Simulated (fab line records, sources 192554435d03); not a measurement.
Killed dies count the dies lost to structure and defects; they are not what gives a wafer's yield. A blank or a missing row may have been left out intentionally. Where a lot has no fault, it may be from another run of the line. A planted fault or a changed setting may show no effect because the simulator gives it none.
Split-lot study	flow n5 finfet	7 lots, 39 wafers read, on a route of 1938 steps

THE SPLIT
At N5_SD_ACTIVATION_LSA_01 (time 0.0008 s), the setting temp c was moved away from the recipe's 1080 C on 15 of the 39 wafers read, by -1.3% to +1.5%. The other wafers ran this setting at the recipe's value.

Between the split and the reading, the file records no step.

THE READING
Measured at N5_SD_ACTIVATION_RS_MEAS_03 by four-point probe: RS_SD_N, in ohm/sq. On this fab line, fault-free wafers typically give 21.9 ohm/sq with a standard deviation of 0.31 ohm/sq.

wafer	tool, chamber at the split	temp c as run, C	against the recipe	RS_SD_N, ohm/sq	against lot-mates on the recipe
L076.1	laser anneal-01, 0	1093	+1.2%	20.8	-1.2
L076.2	laser anneal-01, 0	1080	recipe	22.1	-
L076.3	laser anneal-01, 0	1080	recipe	22.1	-
L076.4	laser anneal-01, 0	1093	+1.2%	21.0	-1.0
L076.5	laser anneal-01, 0	1080	recipe	21.8	-
L076.6	laser anneal-01, 0	1093	+1.2%	20.6	-1.4
L077.1	laser anneal-02, 0	1087	+0.6%	21.3	-0.8
L077.2	laser anneal-02, 0	1080	recipe	22.1	-
L077.3	laser anneal-02, 0	1087	+0.6%	21.5	-0.6
L077.4	laser anneal-02, 0	1087	+0.6%	21.1	-1.0
L077.5	laser anneal-02, 0	1080	recipe	22.1	-
L077.6	laser anneal-02, 0	1080	recipe	22.2	-
L084.1	laser anneal-01, 0	1080	recipe	21.5	-
L084.2	laser anneal-01, 0	1080	recipe	21.6	-
L084.6	laser anneal-01, 0	1080	recipe	21.4	-
L087.1	laser anneal-02, 0	1080	recipe	21.9	-
L087.2	laser anneal-02, 0	1080	recipe	21.1	-
L087.3	laser anneal-02, 0	1096	+1.5%	20.0	-1.5
L087.4	laser anneal-02, 0	1096	+1.5%	19.9	-1.6
L087.5	laser anneal-02, 0	1080	recipe	21.6	-
L087.6	laser anneal-02, 0	1096	+1.5%	20.1	-1.4
L090.1	laser anneal-02, 0	1080	recipe	21.8	-
L090.2	laser anneal-02, 0	1080	recipe	21.6	-
L090.3	laser anneal-02, 0	1080	recipe	22.0	-
L090.4	laser anneal-02, 0	1080	recipe	21.6	-
L090.5	laser anneal-02, 0	1080	recipe	21.6	-
L090.6	laser anneal-02, 0	1080	recipe	21.7	-
L094.1	laser anneal-02, 0	1080	recipe	21.6	-
L094.2	laser anneal-02, 0	1080	recipe	21.3	-
L094.3	laser anneal-02, 0	1092	+1.1%	20.3	-1.1
L094.4	laser anneal-02, 0	1092	+1.1%	20.4	-1.0
L094.5	laser anneal-02, 0	1080	recipe	21.3	-
L094.6	laser anneal-02, 0	1092	+1.1%	20.3	-1.1
L096.1	laser anneal-02, 0	1066	-1.3%	23.3	+1.8
L096.2	laser anneal-02, 0	1066	-1.3%	23.1	+1.6
L096.3	laser anneal-02, 0	1080	recipe	21.4	-
L096.4	laser anneal-02, 0	1066	-1.3%	23.3	+1.8
L096.5	laser anneal-02, 0	1080	recipe	21.7	-
L096.6	laser anneal-02, 0	1080	recipe	21.4	-

FIT RESULTS
A straight line over all 39 wafers: RS_SD_N changes by -1.07 ohm/sq for each +1% of temp c; r = -0.93; the points scatter about the line by 0.29 ohm/sq.
The same after taking each lot's own level away (the mean of its wafers on the recipe; 39 wafers): -1.12 ohm/sq for each +1%; r = -0.97; scatter 0.18 ohm/sq.
According to that fit, moving temp c by its largest amount changes the reading by 1.7 ohm/sq.
The lots' own levels span 21.40 to 22.13 ohm/sq, that is 2.4 times the standard deviation above.
Consequently the slope shifts little with the lot-to-lot level, the two slopes agreeing.
Check: for one of the wafers moved furthest among these (+1.5%), held out of the fit, the line's prediction against its lot-mates is -1.63 ohm/sq. Against them it came out at -1.53 ohm/sq.
Tool readings at the split's step, against how far the setting was moved: wafer_temp_C_max r = +0.97.

ADDITIONAL SPLITS CARRIED BY THESE WAFERS
Other splits were also applied to these wafers ahead of the reading. Each is held against what the fit with the lots' levels taken away leaves over:
other split on the same wafers	wafers away from the commonest value	r with RS_SD_N (lot level and that fit taken away)
N5_FIN_SAQP_ETCH_52 source w	15	-0.05
N5_SD_EPI_P_ETCH_16 target depth a	18	+0.12

THE WHOLE CHAIN: every reading that the file lists as answering this split, in the file's order
step	what it does	reading	change (the file's fit)	r (the file's)
N5_SD_ACTIVATION_LSA_01	time 0.0008 s	wafer_temp_C_max	withheld for each +1% of the setting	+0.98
N5_SD_ACTIVATION_RS_MEAS_03	measures by four-point-probe	RS_SD_N	-1.11 for each +1% of the setting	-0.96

FILE'S OWN FIT
RS_SD_N changes by -1.11 ohm/sq for each +1% of temp c, r = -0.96.
